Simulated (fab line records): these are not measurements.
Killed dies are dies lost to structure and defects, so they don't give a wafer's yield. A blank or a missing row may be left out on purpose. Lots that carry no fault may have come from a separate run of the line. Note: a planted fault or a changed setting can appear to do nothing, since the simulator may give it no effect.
fab line records    flow n5-finfet
record: lots: 7  wafers: 21  last-day: 18
route steps=1938 shown BEOL_M13@1670 BEOL_M15@1830
lots that met no fault: from a run of the same line without faults
start-h: the number of hours between the record's first day and the start of the first shown wafer of the lot    wait-h: how many hours have passed since the lot's step before this one    " identical to the entry in the row above    L1.1+2: several wafers, shown together as one row    - no value, or no start was given    * or withheld: withheld    < > ~ a bound
route shown NAME@n: a module of which the file shows steps, and the number in the route of the first    usual: mean/standard deviation of fault-free wafers    same: alike in all rows    chamber/n: place in a boat    sites: readings site by site    _std_site: their standard deviation    _edge_site: outer sites' mean less inner sites'    radius-mm: how far each site lies from the wafer's centre    mask NAME#n: copy n    behind: the tool/chamber that last shaped the wafer    hold: reason for holding the lot/hours on hold/outcome of the hold    device: names the non-switching transistor (n, p or np)    end of line: the route-end tests of the same wafers    a step without rows: its recipe alone    killed: dies lost to structure and defects at the first sort, not the wafer's yield    map: per-die view of a wafer (x killed, . not killed, _ where there is no die)
set.NAME: the setting the step ran with; set.NAME@STEP: the setting that earlier step ran with    model.NAME: the simulator's own value behind a step, which no gauge read
one table for each step of the route and one row for each wafer, over a sample of lots
services: a tool's chamber out of use, with start hour (start-h, from the record's first day; less than 0 if before it), hours out, and reason
== steps ==
step: N5_BEOL_M13_OVL_MEAS_11
recipe: points-per-wafer: 44
usual: V12_OVL: 1/5.6
same: points-per-wafer: 44
lot.wafer  tool        chamber  start-h  wait-h  V12_OVL[nm]
L207.1     overlay-02  0        254.72   0.0     -4
L207.3     "           0        "        "       5
L207.5     "           0        "        "       -1
L208.3     overlay-02  0        260.38   0.0     -13
L208.4     "           0        "        "       -13
L208.6     "           0        "        "       -16
L221.2     overlay-02  0        333.96   0.0     9
L221.3     "           0        "        "       -2
L221.5     "           0        "        "       10
L222.2     overlay-02  0        336.84   0.0     1
L222.4     "           0        "        "       -3
L222.6     "           0        "        "       1
L224.2     overlay-01  0        343.90   0.0     1
L224.4     "           0        "        "       4
L224.6     "           0        "        "       2
L227.4     overlay-01  0        370.25   0.0     -6
L227.5     "           0        "        "       1
L227.6     "           0        "        "       -4
L229.1     overlay-01  0        405.31   0.0     -15
L229.2     "           0        "        "       -7
L229.3     "           0        "        "       -4
step: N5_BEOL_M13_TRENCH_ETCH_34
recipe: chemistry: C4F8/O2/Ar  target: SiOC  target-depth-a: 4134.7  mask-material: SOC  pressure-mtorr: 30  source-w: 3000  bias-w: 700  Ar_flow_sccm: 400  C4F8_flow_sccm: 15  O2_flow_sccm: 8  he-inner-torr: 15  he-outer-torr: 30  time-s: 162.6  ion-energy-ev: 250
usual: chamber-pressure-mTorr: 29.998/0.029  drypump-motor-current-A: 5.6/0.47  oes-product-au: 0.81/0.086  rf-vpp-V: 665/3  showerhead-plenum-p-Torr: 3.39/0.11  throttle-valve-pct: 24.2/0.37
lot.wafer  tool         chamber  start-h  wait-h  chamber-pressure-mTorr  drypump-motor-current-A  oes-product-au  rf-hours-counter-h  rf-vpp-V  showerhead-plenum-p-Torr  throttle-valve-pct
L207.1     rie-diel-02  2        256.12   0.0     29.994                  5.7                      0.67            248                 663       3.35                      23.9
L207.3     "            1        "        "       30.001                  5.9                      0.81            91                  664       3.31                      23.9
L207.5     "            2        "        "       29.964                  5.8                      0.66            -                   665       3.35                      23.8
L208.3     rie-diel-02  1        261.89   0.0     30.017                  5.9                      0.82            93                  662       3.31                      23.9
L208.4     "            2        "        "       30.034                  5.8                      0.66            250                 663       3.35                      23.8
L208.6     "            1        "        "       29.961                  5.9                      0.81            -                   663       3.31                      23.9
L221.2     rie-diel-02  3        335.49   0.0     30.011                  5.0                      0.65            176                 661       3.30                      24.9
L221.3     "            1        "        "       30.040                  5.9                      0.79            118                 662       3.29                      23.9
L221.5     "            1        "        "       30.026                  5.9                      0.70            -                   662       3.29                      23.9
L222.2     rie-diel-04  2        342.21   0.0     30.045                  6.1                      0.92            12                  667       3.51                      24.3
L222.4     "            0        "        "       30.013                  5.6                      0.86            -                   664       3.33                      24.3
L222.6     "            1        "        "       29.995                  6.5                      0.74            -                   667       3.37                      23.7
L224.2     rie-diel-02  0        345.30   0.0     29.998                  6.0                      0.64            228                 664       3.38                      24.7
L224.4     "            1        "        "       30.001                  5.9                      0.79            121                 663       3.29                      23.9
L224.6     "            2        "        "       30.002                  5.8                      0.93            -                   665       3.34                      23.7
L227.4     rie-diel-04  2        371.87   0.0     29.995                  6.1                      0.90            25                  668       3.50                      24.3
L227.5     "            2        "        "       30.043                  6.1                      0.90            -                   666       3.50                      24.3
L227.6     "            3        "        "       29.997                  5.3                      0.97            -                   668       3.53                      24.0
L229.1     rie-diel-06  0        406.95   0.0     30.024                  5.3                      0.77            131                 661       3.29                      24.4
L229.2     "            3        "        "       29.940                  5.3                      0.68            242                 660       3.25                      24.7
L229.3     "            1        "        "       29.969                  5.1                      0.89            48                  670       3.61                      24.0
step: N5_BEOL_M13_OCD_MEAS_35
usual: trench-depth-nm: 415/7.9
lot.wafer  tool    chamber  start-h  wait-h  trench-depth-nm
L207.1     ocd-02  -        256.30   0.0     411
L207.3     "       -        "        "       425
L207.5     "       -        "        "       409
L208.3     ocd-01  -        262.07   0.0     421
L208.4     "       -        "        "       408
L208.6     "       -        "        "       418
L221.2     ocd-01  -        335.66   0.0     341
L221.3     "       -        "        "       422
L221.5     "       -        "        "       347
L222.2     ocd-01  -        342.38   0.0     413
L222.4     "       -        "        "       409
L222.6     "       -        "        "       408
L224.2     ocd-01  -        345.48   0.0     345
L224.4     "       -        "        "       421
L224.6     "       -        "        "       429
L227.4     ocd-01  -        372.04   0.0     417
L227.5     "       -        "        "       415
L227.6     "       -        "        "       425
L229.1     ocd-01  -        407.13   0.0     410
L229.2     "       -        "        "       405
L229.3     "       -        "        "       430
step: N5_BEOL_M13_SPUTTER_45
recipe: material: Cu  target-thk-a: 800  temp-c: -20  bias-v: 60  power-w: 26000  chamber-pressure-pa: 0.13  time-s: 13.33
usual: cathode-dc-power-W: 26000/4.4  throttle-valve-pct: 30.4/0.81
lot.wafer  tool            chamber  start-h  wait-h  cathode-dc-power-W  throttle-valve-pct
L207.1     pvd-sputter-01  -        259.95   0.0     26006               30.0
L207.3     "               -        "        "       25999               31.5
L207.5     "               -        "        "       25996               30.4
L208.3     pvd-sputter-02  -        269.69   0.0     25997               29.7
L208.4     "               -        "        "       26006               30.2
L208.6     "               -        "        "       25997               30.4
L221.2     pvd-sputter-01  -        336.47   0.0     25996               31.4
L221.3     "               -        "        "       26001               31.8
L221.5     "               -        "        "       25997               30.6
L222.2     pvd-sputter-02  -        344.86   0.0     25996               29.9
L222.4     "               -        "        "       25997               30.3
L222.6     "               -        "        "       25999               29.6
L224.2     pvd-sputter-03  -        348.66   0.0     25992               31.2
L224.4     "               -        "        "       25994               32.3
L224.6     "               -        "        "       26001               29.3
L227.4     pvd-sputter-02  -        373.64   0.0     25998               30.4
L227.5     "               -        "        "       25996               30.0
L227.6     "               -        "        "       25999               30.6
L229.1     pvd-sputter-02  -        407.83   0.0     26002               30.3
L229.2     "               -        "        "       26005               30.6
L229.3     "               -        "        "       25999               30.6
step: N5_BEOL_M13_ANNEAL_48
recipe: temp-c: 225  time-s: 90  ambient: N2
usual: wafer_temp_C_max: 225.79/0.23
lot.wafer  tool           chamber  start-h  wait-h  wafer_temp_C_max
L207.1     rtp-anneal-02  0        260.23   0.1     225.54
L207.3     "              0        "        "       225.73
L207.5     "              0        "        "       225.96
L208.3     rtp-anneal-02  0        270.06   0.2     225.68
L208.4     "              0        "        "       225.84
L208.6     "              0        "        "       225.93
L221.2     rtp-anneal-02  0        336.80   0.2     225.59
L221.3     "              0        "        "       225.17
L221.5     "              0        "        "       225.54
L222.2     rtp-anneal-01  0        345.19   0.2     225.68
L222.4     "              0        "        "       225.89
L222.6     "              0        "        "       225.86
L224.2     rtp-anneal-02  0        348.98   0.2     225.56
L224.4     "              0        "        "       225.76
L224.6     "              0        "        "       225.66
L227.4     rtp-anneal-01  0        374.07   0.2     225.61
L227.5     "              0        "        "       225.45
L227.6     "              0        "        "       225.66
L229.1     rtp-anneal-02  0        408.97   1.0     225.88
L229.2     "              0        "        "       225.45
L229.3     "              0        "        "       225.77
step: N5_BEOL_M13_THK_MEAS_50
recipe: thk-meas-gauge: xrf  reads: Cu_of_BEOL_M13_ECD_47
usual: M13_THK: 418/8.5
lot.wafer  tool           chamber  start-h  wait-h  M13_THK[nm]
L207.1     film-metro-02  -        261.04   -       418
L207.3     "              -        "        "       429
L207.5     "              -        "        "       410
L208.3     film-metro-01  -        270.57   -       420
L208.4     "              -        "        "       409
L208.6     "              -        "        "       420
L221.2     film-metro-02  -        337.34   -       343
L221.3     "              -        "        "       424
L221.5     "              -        "        "       350
L222.2     film-metro-01  -        345.74   -       412
L222.4     "              -        "        "       406
L222.6     "              -        "        "       404
L224.2     film-metro-01  -        349.53   -       345
L224.4     "              -        "        "       424
L224.6     "              -        "        "       425
L227.4     film-metro-02  -        374.53   -       421
L227.5     "              -        "        "       418
L227.6     "              -        "        "       429
L229.1     film-metro-02  -        409.57   -       413
L229.2     "              -        "        "       412
L229.3     "              -        "        "       437
step: N5_BEOL_M13_RS_MEAS_54
recipe: thk-meas-gauge: four-point-probe  reads: Cu_of_BEOL_M13_ECD_47+Ta_of_BEOL_M13_SPUTTER_44+TaN_of_BEOL_M13_SPUTTER_43
usual: M13_RS: 0.0449/0.00088
lot.wafer  tool           chamber  start-h  wait-h  M13_RS[ohm/sq]
L207.1     film-metro-02  -        261.17   0.0     0.0449
L207.3     "              -        "        "       0.0437
L207.5     "              -        "        "       0.0456
L208.3     film-metro-01  -        270.71   0.1     0.0444
L208.4     "              -        "        "       0.0455
L208.6     "              -        "        "       0.0444
L221.2     film-metro-02  -        337.47   0.1     0.0548
L221.3     "              -        "        "       0.0441
L221.5     "              -        "        "       0.0540
L222.2     film-metro-01  -        345.86   0.1     0.0452
L222.4     "              -        "        "       0.0458
L222.6     "              -        "        "       0.0460
L224.2     film-metro-02  -        349.66   0.1     0.0544
L224.4     "              -        "        "       0.0441
L224.6     "              -        "        "       0.0435
L227.4     film-metro-01  -        374.65   0.0     0.0450
L227.5     "              -        "        "       0.0452
L227.6     "              -        "        "       0.0441
L229.1     film-metro-01  -        409.70   0.0     0.0458
L229.2     "              -        "        "       0.0459
L229.3     "              -        "        "       0.0431
step: N5_BEOL_M15_RC_MEAS_101
usual: COMB_M10: 1.42e-11/2.9e-12  COMB_M11: 1.5e-11/3.1e-12  COMB_M11_max_site: 2.1e-11/4.9e-12  COMB_M12: 6.8e-12/1.3e-12  COMB_M14: 3.7e-12/8.8e-13  COMB_M15: 2.7e-12/6.4e-13  COMB_M5: 3.7e-11/8.3e-12  COMB_M6: 2.5e-11/4.8e-12  COMB_M7: 2.5e-11/5.5e-12  COMB_M7_max_site: 3.6e-11/8.7e-12  COMB_M8: 2.7e-11/5.2e-12  COMB_M9: 1.5e-11/3.1e-12  SERP_M10: 3.03/0.11  SERP_M10_max_site: 3.12/0.1  SERP_M11: 3.09/0.085  SERP_M12: 0.624/0.02  SERP_M13: 0.308/0.0087  SERP_M13_max_site: 0.311/0.0088  SERP_M14: 0.156/0.0058  SERP_M5: 40.3/2.2  SERP_M6: 13.5/0.73  SERP_M7: 14.3/0.75  SERP_M8: 13.8/0.71  SERP_M9: 3.07/0.085
lot.wafer  tool       chamber  start-h  wait-h  COMB_M10[S/m]  COMB_M11[S/m]  COMB_M11_max_site[S/m]  COMB_M12[S/m]  COMB_M14[S/m]  COMB_M15[S/m]  COMB_M5[S/m]  COMB_M6[S/m]  COMB_M7[S/m]  COMB_M7_max_site[S/m]  COMB_M8[S/m]  COMB_M9[S/m]  SERP_M10[ohm/um]  SERP_M10_max_site[ohm/um]  SERP_M11[ohm/um]  SERP_M12[ohm/um]  SERP_M13[ohm/um]  SERP_M13_max_site[ohm/um]  SERP_M14[ohm/um]  SERP_M5[ohm/um]  SERP_M6[ohm/um]  SERP_M7[ohm/um]  SERP_M8[ohm/um]  SERP_M9[ohm/um]
L207.1     prober-02  0        280.66   0.0     1.46e-11       2.2e-11        2.8e-11                 7.2e-12        4.2e-12        3e-12          3.7e-11       2.3e-11       2.2e-11       3.8e-11                2.7e-11       1.1e-11       3.05              3.10                       3.02              0.650             0.311             0.313                      0.163             40.3             13.2             14.3             13.0             3.09
L207.3     "          0        "        "       1.5e-11        1.7e-11        2.1e-11                 8e-12          3.4e-12        2.9e-12        4.5e-11       2.8e-11       3e-11         3.5e-11                3.3e-11       8e-12         3.04              3.10                       3.22              0.629             0.297             0.300                      0.149             43.0             13.9             13.0             13.6             3.30
L207.5     "          0        "        "       1.33e-11       1.7e-11        1.8e-11                 7.5e-12        3.1e-12        2.7e-12        2.4e-11       2.7e-11       2.2e-11       2.5e-11                2.6e-11       1.4e-11       2.92              3.06                       3.09              0.617             0.321             0.324                      0.162             40.8             12.6             13.9             13.6             3.38
L208.3     prober-02  0        286.86   0.3     1.34e-11       1.6e-11        1.9e-11                 7.1e-12        4.5e-12        2.3e-12        4e-11         2.8e-11       2.3e-11       4.2e-11                1.8e-11       1.4e-11       2.96              3.04                       2.93              0.603             0.295             0.297                      0.146             42.8             12.7             14.3             15.1             3.17
L208.4     "          0        "        "       1.9e-11        1.1e-11        1.7e-11                 6.7e-12        4.2e-12        2.7e-12        5.1e-11       1.9e-11       1.7e-11       2.4e-11                1.9e-11       1.6e-11       3.02              3.09                       2.98              0.607             0.312             0.317                      0.146             39.1             13.3             14.1             14.8             3.20
L208.6     "          0        "        "       1.66e-11       2.2e-11        2.7e-11                 5.2e-12        3.6e-12        2.8e-12        3.3e-11       2e-11         2.1e-11       3.1e-11                3.3e-11       1.2e-11       3.07              3.18                       3.13              0.605             0.300             0.303                      0.154             38.9             12.9             14.4             14.5             3.27
L221.2     prober-02  0        350.58   0.2     1.21e-11       1.1e-11        1.6e-11                 1.01e-11       3.2e-12        2.7e-12        3.8e-11       2.4e-11       1.6e-11       2.5e-11                2.5e-11       1.5e-11       2.91              3.04                       3.06              0.636             0.392             0.395                      0.151             36.5             13.7             14.3             12.9             3.07
L221.3     "          0        "        "       1.29e-11       1.5e-11        2.3e-11                 8.8e-12        3.4e-12        4.2e-12        4.1e-11       2.2e-11       2.2e-11       3.2e-11                2.5e-11       1.3e-11       3.29              3.37                       3.02              0.652             0.303             0.305                      0.158             40.5             15.1             14.8             13.1             3.08
L221.5     "          0        "        "       1.16e-11       2e-11          2.4e-11                 9.2e-12        3.3e-12        4e-12          4.1e-11       3.1e-11       2.3e-11       2.5e-11                2.8e-11       1.7e-11       3.08              3.12                       3.05              0.631             0.366             0.370                      0.152             38.2             13.7             13.8             14.2             3.03
L222.2     prober-01  0        358.15   0.2     2.1e-11        1.5e-11        2.2e-11                 5.1e-12        3e-12          2.1e-12        2.9e-11       2.6e-11       2.8e-11       3.7e-11                2.1e-11       1.7e-11       3.01              3.09                       3.17              0.637             0.309             0.313                      0.158             36.6             12.8             15.6             13.6             3.06
L222.4     "          0        "        "       1.02e-11       1.6e-11        2.5e-11                 6.2e-12        2.7e-12        1.9e-12        3.7e-11       2.2e-11       1.8e-11       2.8e-11                2.1e-11       1.3e-11       3.03              3.07                       3.30              0.625             0.309             0.314                      0.163             37.4             12.6             13.9             13.0             3.11
L222.6     "          0        "        "       1.02e-11       1e-11          1.4e-11                 5.4e-12        3.5e-12        2.8e-12        3.1e-11       2.3e-11       2.6e-11       3.7e-11                2.8e-11       1.7e-11       2.98              3.08                       3.11              0.618             0.311             0.315                      0.159             38.5             13.0             16.0             13.1             3.08
L224.2     prober-02  0        363.96   0.2     1.89e-11       1.3e-11        2.1e-11                 6.6e-12        4.3e-12        2.9e-12        3.6e-11       2.9e-11       2.3e-11       3.3e-11                3.7e-11       1.3e-11       2.95              3.04                       3.03              0.624             0.377             0.381                      0.159             42.1             14.2             13.2             13.8             3.11
L224.4     "          0        "        "       1.79e-11       1.5e-11        2e-11                   5.9e-12        3.4e-12        3.5e-12        4e-11         2e-11         2.2e-11       3.6e-11                3e-11         1.6e-11       3.28              3.38                       2.98              0.641             0.295             0.299                      0.150             38.4             13.7             14.6             13.9             3.12
L224.6     "          0        "        "       1.34e-11       1.4e-11        1.7e-11                 7.3e-12        3.8e-12        4e-12          4.1e-11       2.3e-11       3e-11         4e-11                  2.4e-11       1.2e-11       2.94              2.95                       3.06              0.618             0.293             0.296                      0.151             41.7             13.3             14.2             14.8             3.07
L227.4     prober-02  0        386.95   0.5     1.28e-11       1.3e-11        1.4e-11                 8.1e-12        4.2e-12        2.6e-12        3e-11         2.1e-11       2.9e-11       3.6e-11                3.5e-11       1.2e-11       2.91              2.99                       3.09              0.624             0.313             0.316                      0.165             40.0             13.9             13.1             14.4             2.97
L227.5     "          0        "        "       1.68e-11       1.6e-11        1.9e-11                 5.7e-12        4.6e-12        3.1e-12        2.9e-11       2.7e-11       2.7e-11       3.2e-11                2.1e-11       1.5e-11       3.04              3.10                       3.11              0.624             0.307             0.309                      0.164             37.1             13.7             13.9             13.5             2.94
L227.6     "          0        "        "       1.77e-11       1.3e-11        2.3e-11                 7.6e-12        5.9e-12        2.9e-12        4.3e-11       1.6e-11       2.2e-11       3.1e-11                2.8e-11       1.3e-11       2.93              3.07                       3.08              0.591             0.299             0.303                      0.152             41.0             12.9             15.2             14.1             3.01
L229.1     prober-01  0        423.64   0.0     1.13e-11       1.2e-11        1.6e-11                 6.8e-12        3.8e-12        2.2e-12        3.5e-11       2.8e-11       3.1e-11       3.9e-11                2.4e-11       1.4e-11       3.16              3.25                       3.20              0.629             0.319             0.321                      0.159             44.8             12.4             13.4             12.9             3.12
L229.2     "          0        "        "       1.24e-11       1.1e-11        1.7e-11                 5.1e-12        3.8e-12        2e-12          3.2e-11       3e-11         3e-11         4.8e-11                1.5e-11       1.8e-11       3.19              3.23                       3.18              0.587             0.314             0.318                      0.156             44.6             13.8             13.4             14.2             3.10
L229.3     "          0        "        "       2.01e-11       1.4e-11        2.6e-11                 7.3e-12        4.2e-12        2.8e-12        3.2e-11       2.7e-11       2.4e-11       3.5e-11                2.8e-11       1.8e-11       2.98              3.08                       3.15              0.610             0.290             0.293                      0.153             40.8             12.5             14.5             14.5             3.02
sites SERP_M13 radius-mm=0,75,75,75,75,140,140,140,140
L207.1 0.310 0.312 0.311 0.313 0.313 0.313 0.310 0.310 0.309
L208.3 0.293 0.297 0.294 0.296 0.295 0.293 0.295 0.295 0.295
L221.2 0.393 0.388 0.395 0.395 0.392 0.389 0.388 0.388 0.392
L222.2 0.310 0.308 0.309 0.308 0.306 0.313 0.309 0.310 0.312
L224.2 0.377 0.379 0.376 0.379 0.381 0.372 0.377 0.376 0.377
L227.4 0.306 0.310 0.313 0.309 0.311 0.313 0.314 0.316 0.313
L229.1 0.315 0.319 0.318 0.321 0.319 0.319 0.321 0.319 0.318
== services ==
tool            chamber  start-h  hours  kind
rie-diel-02     3        243.66   9.1    repair
rie-diel-02     2        249.10   3.6    repair
rie-diel-02     2        265.88   -      clean
rie-diel-02     2        265.88   -      consumable-replace:focus-ring
rie-diel-02     2        265.88   14.2   scheduled-down
rie-diel-02     2        265.88   14.2   vent-cycle
rie-diel-06     -        266.11   2.8    pm
rie-diel-04     0        266.58   4.5    repair
rie-diel-04     2        276.19   -      clean
rie-diel-04     2        276.19   -      consumable-replace:focus-ring
rie-diel-04     2        276.19   25.5   scheduled-down
rie-diel-04     2        276.19   25.5   vent-cycle
pvd-sputter-02  -        288.91   7.9    repair
pvd-sputter-02  -        303.50   6.2    repair
rie-diel-06     3        330.98   3.6    repair
rie-diel-04     3        338.27   -      clean
rie-diel-04     3        338.27   -      consumable-replace:focus-ring
rie-diel-04     3        338.27   27.4   scheduled-down
rie-diel-04     3        338.27   27.4   vent-cycle
rie-diel-06     3        344.09   19.8   repair
rie-diel-06     0        359.62   9.0    repair
rie-diel-06     1        372.98   32.4   repair
rie-diel-06     0        375.92   6.5    repair
rie-diel-04     1        393.86   2.4    repair
== key ==
first-sign: step: N5_BEOL_M13_OCD_MEAS_35  reading: trench-depth-nm  direction: down  sigmas: 8.9  usual: 415  struck: 344
effect: step: N5_BEOL_M13_THK_MEAS_50  reading: M13_THK  direction: down  sigmas: 8.5  usual: 418  struck: 346
effect: step: N5_BEOL_M13_RS_MEAS_54  reading: M13_RS  direction: up  sigmas: 11  usual: 0.0449  struck: 0.0544
effect: step: N5_BEOL_M15_RC_MEAS_101  reading: SERP_M13  direction: up  sigmas: 8  usual: 0.308  struck: 0.378
met-at N5_BEOL_M13_TRENCH_ETCH_34
struck-lots L221,L224
struck-wafers L221.2,L221.5,L224.2
not-acting-at N5_BEOL_M13_OVL_MEAS_11,N5_BEOL_M13_SPUTTER_45,N5_BEOL_M13_ANNEAL_48
onset-between 261.89 335.49
fault: kind: process-parameter-drift  tool: rie-diel-02  chamber: -  onset-h: 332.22  steps: N5_BEOL_M13_TRENCH_ETCH_34  channel: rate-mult  offset: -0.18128  shape: step  end-h: 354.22  scope: struck-wafers-only
